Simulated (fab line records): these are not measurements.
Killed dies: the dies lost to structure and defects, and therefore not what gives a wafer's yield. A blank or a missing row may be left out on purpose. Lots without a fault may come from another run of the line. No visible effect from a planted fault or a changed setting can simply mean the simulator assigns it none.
Which tool is to blame? | flow n5-finfet | 15 lots with 45 wafers sampled at 7 steps, on a route of 1938 steps

== WHAT EACH GAUGE READ, for each wafer ==
N5_BEOL_M2_RS_MEAS_58: the measuring method here is four-point-probe.
lot  | measured     | on            | M2_RS (ohm/sq)
L769 | day 7 00:34  | film-metro-02 | 0.67 0.69 0.68
L770 | day 7 06:26  | film-metro-01 | 0.63 0.65 0.70
L772 | day 7 10:53  | film-metro-01 | 0.73 0.71 0.76
L775 | day 8 00:13  | film-metro-02 | 0.66 0.67 0.72
L777 | day 9 09:14  | film-metro-01 | 0.70 0.71 0.69
L778 | day 9 12:52  | film-metro-02 | 0.64 0.65 0.61
L780 | day 9 15:23  | film-metro-01 | 0.75 0.62 0.64
L781 | day 10 01:01 | film-metro-02 | 0.74 0.77 0.76
L782 | day 10 02:32 | film-metro-02 | 0.73 0.66 0.76
L786 | day 11 07:46 | film-metro-01 | 0.68 0.76 0.76
L787 | day 11 10:56 | film-metro-01 | 0.67 0.67 0.65
L788 | day 11 22:43 | film-metro-01 | 0.73 0.61 0.79
L790 | day 12 05:16 | film-metro-01 | 0.68 0.65 0.63
L791 | day 12 09:43 | film-metro-01 | 0.63 0.68 0.60
L792 | day 12 10:02 | film-metro-01 | 0.74 0.71 0.68

N5_BEOL_M3_CD_MEAS_18: pitch 36 nm, target cd 18 nm.
lot  | measured     | on        | cd-nm (nm)
L769 | day 7 02:28  | cd-sem-03 | 17.9 17.6 18.0
L770 | day 7 09:25  | cd-sem-01 | 18.0 18.5 18.6
L772 | day 7 12:35  | cd-sem-03 | 17.7 18.3 18.0
L775 | day 8 02:18  | cd-sem-02 | 18.4 18.2 18.4
L777 | day 9 11:32  | cd-sem-01 | 18.1 18.2 17.8
L778 | day 9 16:03  | cd-sem-03 | 18.5 18.4 17.8
L780 | day 9 16:40  | cd-sem-01 | 18.1 17.7 18.1
L781 | day 10 03:02 | cd-sem-02 | 18.5 18.3 17.8
L782 | day 10 06:14 | cd-sem-01 | 17.6 18.2 18.4
L786 | day 11 09:08 | cd-sem-03 | - - -
L787 | day 11 12:40 | cd-sem-02 | - - -
L788 | day 12 00:46 | cd-sem-02 | - - -
L790 | day 12 09:00 | cd-sem-02 | 18.1 18.3 17.7
L791 | day 12 12:28 | cd-sem-01 | 18.1 17.9 17.9
L792 | day 12 12:36 | cd-sem-03 | 18.4 17.7 18.7

N5_BEOL_M4_RC_MEAS_101.
lot  | measured     | on        | DIBL_N (mV/V)  | DIBL_P (mV/V)  | IOFF_N (nA/um) | IOFF_P (nA/um) | ION_N (uA/um) | ION_P (uA/um) | SS_N (mV/dec)  | SS_P (mV/dec)  | VT_N (mV)   | VT_P (mV)
L769 | day 7 18:34  | prober-02 | 34.8 37.7 34.1 | 34.4 37.2 33.6 | 0.14 0.20 0.14 | 0.19 0.22 0.17 | 662 679 653   | 453 465 444   | 71.0 72.4 70.5 | 73.3 73.2 72.7 | 250 245 249 | -254 -251 -256
L770 | day 7 22:47  | prober-01 | 35.4 32.2 35.9 | 36.4 32.9 37.2 | 0.15 0.11 0.16 | 0.18 0.16 0.20 | 667 653 682   | 451 451 467   | 71.5 70.5 71.4 | 73.3 72.3 73.0 | 253 252 250 | -254 -254 -254
L772 | day 8 15:19  | prober-01 | 36.9 33.8 35.2 | 36.9 32.7 33.2 | 0.17 0.12 0.14 | 0.21 0.16 0.17 | 670 657 665   | 456 446 455   | 71.9 71.5 71.5 | 72.8 71.5 73.1 | 250 254 251 | -249 -253 -254
L775 | day 8 23:23  | prober-02 | 37.6 40.0 34.1 | 35.2 40.5 33.2 | 0.16 0.24 0.12 | 0.20 0.31 0.17 | 657 689 648   | 450 466 447   | 72.0 72.2 70.2 | 73.0 74.5 72.8 | 254 243 254 | -249 -243 -254
L777 | day 10 01:07 | prober-01 | 37.0 36.8 38.2 | 35.8 35.4 36.5 | 0.16 0.15 0.17 | 0.21 0.19 0.21 | 681 667 674   | 465 454 457   | 71.8 71.2 72.0 | 74.2 73.2 73.9 | 251 251 247 | -250 -254 -252
L778 | day 10 06:10 | prober-01 | 31.1 34.7 34.7 | 29.3 32.3 32.0 | 0.08 0.11 0.12 | 0.12 0.15 0.14 | 650 642 655   | 452 444 444   | 69.3 71.4 70.7 | 70.9 72.0 71.4 | 257 256 253 | -257 -253 -253
L780 | day 10 09:23 | prober-01 | 33.4 33.2 34.1 | 35.1 34.9 36.0 | 0.13 0.14 0.15 | 0.19 0.20 0.22 | 667 674 675   | 470 464 470   | 71.4 71.3 71.1 | 72.7 73.4 73.8 | 248 250 250 | -248 -248 -244
L781 | day 11 02:31 | prober-01 | 37.4 31.7 41.4 | 36.6 30.3 41.5 | 0.15 0.09 0.27 | 0.22 0.13 0.27 | 652 658 695   | 455 451 458   | 71.4 70.4 72.6 | 73.4 72.4 74.5 | 252 256 242 | -252 -260 -251
L782 | day 11 07:16 | prober-02 | 39.5 32.7 34.8 | 42.5 34.3 35.9 | 0.25 0.12 0.14 | 0.28 0.16 0.18 | 685 655 656   | 468 451 448   | 71.5 70.2 70.5 | 74.9 72.8 73.0 | 242 251 251 | -246 -254 -255
L790 | day 13 03:22 | prober-01 | 35.8 38.1 35.3 | 35.4 37.6 34.9 | 0.17 0.18 0.15 | 0.22 0.23 0.22 | 684 678 655   | 471 467 456   | 71.1 72.0 71.4 | 73.1 73.7 73.0 | 249 250 251 | -247 -249 -249
L791 | day 13 12:14 | prober-02 | 35.0 34.7 32.9 | 35.1 34.8 32.7 | 0.13 0.15 0.10 | 0.19 0.19 0.16 | 655 681 656   | 452 468 455   | 71.1 71.2 71.0 | 72.8 73.5 72.0 | 255 251 259 | -252 -250 -254
L792 | day 13 12:32 | prober-01 | 35.2 39.7 33.6 | 33.5 39.0 33.2 | 0.12 0.20 0.11 | 0.16 0.25 0.16 | 668 673 664   | 458 457 462   | 71.1 73.0 70.8 | 73.0 74.5 72.2 | 254 249 253 | -252 -250 -254

== WHICH TOOL RAN EACH LOT (tool, then ch and the chambers of the sampled wafers, then the start) ==
lot  | N5_BEOL_M2_SPUTTER_92        | N5_BEOL_M2_ANNEAL_51             | N5_BEOL_M3_HM_DEP_02         | N5_BEOL_M3_HM_OPEN_17
L769 | pvd-sputter-03, day 6 23:05  | rtp-anneal-02 ch 0, day 6 23:48  | pvd-sputter-01, day 7 01:31  | rie-metal-02 ch 0,1, day 7 02:19
L770 | pvd-sputter-02, day 7 04:50  | rtp-anneal-02 ch 0, day 7 05:29  | pvd-sputter-02, day 7 08:24  | rie-metal-01 ch 0,1, day 7 09:14
L772 | pvd-sputter-01, day 7 09:23  | rtp-anneal-01 ch 0, day 7 10:02  | pvd-sputter-03, day 7 11:38  | rie-metal-01 ch 1, day 7 12:24
L775 | pvd-sputter-03, day 7 22:38  | rtp-anneal-01 ch 0, day 7 23:19  | pvd-sputter-03, day 8 01:21  | rie-metal-03 ch 0,1, day 8 02:07
L777 | pvd-sputter-01, day 9 07:44  | rtp-anneal-01 ch 0, day 9 08:25  | pvd-sputter-01, day 9 10:34  | rie-metal-02 ch 1, day 9 11:20
L778 | pvd-sputter-03, day 9 11:16  | rtp-anneal-02 ch 0, day 9 11:53  | pvd-sputter-02, day 9 14:00  | rie-metal-03 ch 0, day 9 15:49
L780 | pvd-sputter-02, day 9 13:29  | rtp-anneal-01 ch 0, day 9 14:20  | pvd-sputter-02, day 9 15:40  | rie-metal-01 ch 0,1, day 9 16:28
L781 | pvd-sputter-02, day 9 22:55  | rtp-anneal-01 ch 0, day 9 23:34  | pvd-sputter-02, day 10 01:58 | rie-metal-02 ch 0,1, day 10 02:51
L782 | pvd-sputter-02, day 10 00:59 | rtp-anneal-02 ch 0, day 10 01:37 | pvd-sputter-03, day 10 05:03 | rie-metal-01 ch 0,1, day 10 05:58
L786 | pvd-sputter-01, day 11 05:55 | rtp-anneal-02 ch 0, day 11 06:38 | pvd-sputter-01, day 11 08:10 | rie-metal-02 ch 0,1, day 11 08:58
L787 | pvd-sputter-03, day 11 09:26 | rtp-anneal-01 ch 0, day 11 10:07 | pvd-sputter-03, day 11 11:44 | rie-metal-03 ch 1, day 11 12:29
L788 | pvd-sputter-01, day 11 21:14 | rtp-anneal-01 ch 0, day 11 21:57 | pvd-sputter-01, day 11 23:40 | rie-metal-03 ch 1, day 12 00:33
L790 | pvd-sputter-03, day 12 03:43 | rtp-anneal-02 ch 0, day 12 04:24 | pvd-sputter-01, day 12 06:03 | rie-metal-02 ch 0,1, day 12 08:27
L791 | pvd-sputter-03, day 12 08:13 | rtp-anneal-02 ch 0, day 12 08:50 | pvd-sputter-02, day 12 10:28 | rie-metal-02 ch 0,1, day 12 12:14
L792 | pvd-sputter-02, day 12 08:29 | rtp-anneal-01 ch 0, day 12 09:10 | pvd-sputter-02, day 12 10:41 | rie-metal-01 ch 0,1, day 12 12:23
- N5_BEOL_M2_SPUTTER_92: material Cu, target thk 4.5 nm, time 8.29 s.
- N5_BEOL_M2_ANNEAL_51: time 90 s.
- N5_BEOL_M3_HM_DEP_02: deposits TiN, target thk 20 nm.
- N5_BEOL_M3_HM_OPEN_17: chemistry Cl2/BCl3, target TiN, target depth 20 nm, overetch 6 nm.

== AS READ BY THE TOOLS THEMSELVES (means over the sampled wafers that have a number; for cases with no such wafer, the mark the record gives instead) ==
N5_BEOL_M2_SPUTTER_92.
lot  | tool           | chuck-sensor-temp-C (C) | throttle-valve-pct (%)
L769 | pvd-sputter-03 | -15.9                   | 31.0
L770 | pvd-sputter-02 | -16.3                   | 29.4
L772 | pvd-sputter-01 | -15.7                   | 29.4
L775 | pvd-sputter-03 | -16.2                   | 30.7
L777 | pvd-sputter-01 | -15.6                   | 29.4
L778 | pvd-sputter-03 | -16.0                   | 30.1
L780 | pvd-sputter-02 | -16.2                   | 29.2
L781 | pvd-sputter-02 | -15.8                   | 29.9
L782 | pvd-sputter-02 | -16.2                   | 29.5
L786 | pvd-sputter-01 | -16.0                   | 28.9
L787 | pvd-sputter-03 | -16.3                   | 30.2
L788 | pvd-sputter-01 | -15.7                   | 29.3
L790 | pvd-sputter-03 | -16.1                   | 30.7
L791 | pvd-sputter-03 | -15.9                   | 30.5
L792 | pvd-sputter-02 | -16.2                   | 29.3

N5_BEOL_M2_ANNEAL_51.
lot  | tool          | wafer_temp_C_max
L769 | rtp-anneal-02 | 225.31
L770 | rtp-anneal-02 | 225.77
L772 | rtp-anneal-01 | 226.09
L775 | rtp-anneal-01 | 225.93
L777 | rtp-anneal-01 | 226.07
L778 | rtp-anneal-02 | 225.81
L780 | rtp-anneal-01 | 226.08
L781 | rtp-anneal-01 | 226.31
L782 | rtp-anneal-02 | 225.64
L786 | rtp-anneal-02 | 226.05
L787 | rtp-anneal-01 | 225.79
L788 | rtp-anneal-01 | 225.89
L790 | rtp-anneal-02 | 225.70
L791 | rtp-anneal-02 | 225.92
L792 | rtp-anneal-01 | 226.01

N5_BEOL_M3_HM_DEP_02.
lot  | tool           | chamber-pressure-pa (Pa) | substrate-temp-c (C) | throttle-valve-pct (%)
L769 | pvd-sputter-01 | 0.5007                   | 24.86                | 29.5
L770 | pvd-sputter-02 | 0.5001                   | 25.13                | 29.8
L772 | pvd-sputter-03 | 0.5003                   | 25.00                | 30.6
L775 | pvd-sputter-03 | 0.4997                   | 24.91                | 30.9
L777 | pvd-sputter-01 | 0.5001                   | 24.98                | 29.4
L778 | pvd-sputter-02 | 0.5001                   | 25.05                | 29.3
L780 | pvd-sputter-02 | 0.4998                   | 24.96                | 29.5
L781 | pvd-sputter-02 | 0.4998                   | 25.07                | 29.4
L782 | pvd-sputter-03 | 0.4998                   | 25.01                | 30.6
L786 | pvd-sputter-01 | -                        | -                    | -
L787 | pvd-sputter-03 | -                        | -                    | -
L788 | pvd-sputter-01 | -                        | -                    | -
L790 | pvd-sputter-01 | 0.5007                   | 25.06                | 29.2
L791 | pvd-sputter-02 | 0.5007                   | 25.07                | 30.0
L792 | pvd-sputter-02 | 0.5001                   | 24.96                | 29.9

N5_BEOL_M3_HM_OPEN_17.
lot  | tool         | drypump-motor-current-A (A) | oes-product-au (a.u.) | throttle-valve-pct (%)
L769 | rie-metal-02 | 5.3                         | 0.71                  | 22.37
L770 | rie-metal-01 | 5.7                         | 0.58                  | 22.45
L772 | rie-metal-01 | 5.9                         | 0.75                  | 22.21
L775 | rie-metal-03 | 6.0                         | 0.67                  | 22.32
L777 | rie-metal-02 | 4.7                         | 0.55                  | 22.65
L778 | rie-metal-03 | 6.0                         | 0.60                  | 22.50
L780 | rie-metal-01 | 5.8                         | 0.76                  | 22.24
L781 | rie-metal-02 | 5.0                         | 0.61                  | 22.53
L782 | rie-metal-01 | 5.7                         | 0.77                  | 22.26
L786 | rie-metal-02 | 5.0                         | 0.27                  | 23.18
L787 | rie-metal-03 | 6.0                         | 0.33                  | 22.69
L788 | rie-metal-03 | 6.0                         | 0.33                  | 22.70
L790 | rie-metal-02 | 5.0                         | 0.61                  | 22.54
L791 | rie-metal-02 | 5.3                         | 0.67                  | 22.39
L792 | rie-metal-01 | 5.7                         | 0.74                  | 22.29

== THE ANSWER, worked out from the rows above alone ==
Rule: the lots themselves supply what counts as usual. The widest of any qualifying gaps counts: lots, ordered by their means at a reading, are off when they make up no more than a third of the lots, leave a main group of 4 or more, and stand apart from it by 3 or more times the standard deviation of that group's means. If all means in a main group match to the digits the tables above print for the reading, that group is not used. Also off: a lot with no number at a reading for which 4 or more lots have one. Any other lot the step has rows for is counted as sound. The gauges are gone through in route order, then the tools' own readings, and for those a lot's mean is taken as printed above. The first step at which some lot is off is used, and at that step the reading that is off furthest; a lot without a number counts as furthest.
Off: L786, L787, L788 (N5_BEOL_M3_CD_MEAS_18, cd-nm). Without a number there: L786, L787, L788. The main group has a mean of 18.1 nm with a standard deviation of 0.16.
If a tool, at a process step before that reading, ran all the lots that are off and no sound lot after the first of them, it fits. Not tried: the gauges at N5_BEOL_M3_CD_MEAS_18; whatever is off there is also off at N5_BEOL_M3_HM_DEP_02, on other tools, and gauge error can't account for it. Of those tried, none fits.

== WHAT WAS PUT IN BY THE SIMULATOR ==
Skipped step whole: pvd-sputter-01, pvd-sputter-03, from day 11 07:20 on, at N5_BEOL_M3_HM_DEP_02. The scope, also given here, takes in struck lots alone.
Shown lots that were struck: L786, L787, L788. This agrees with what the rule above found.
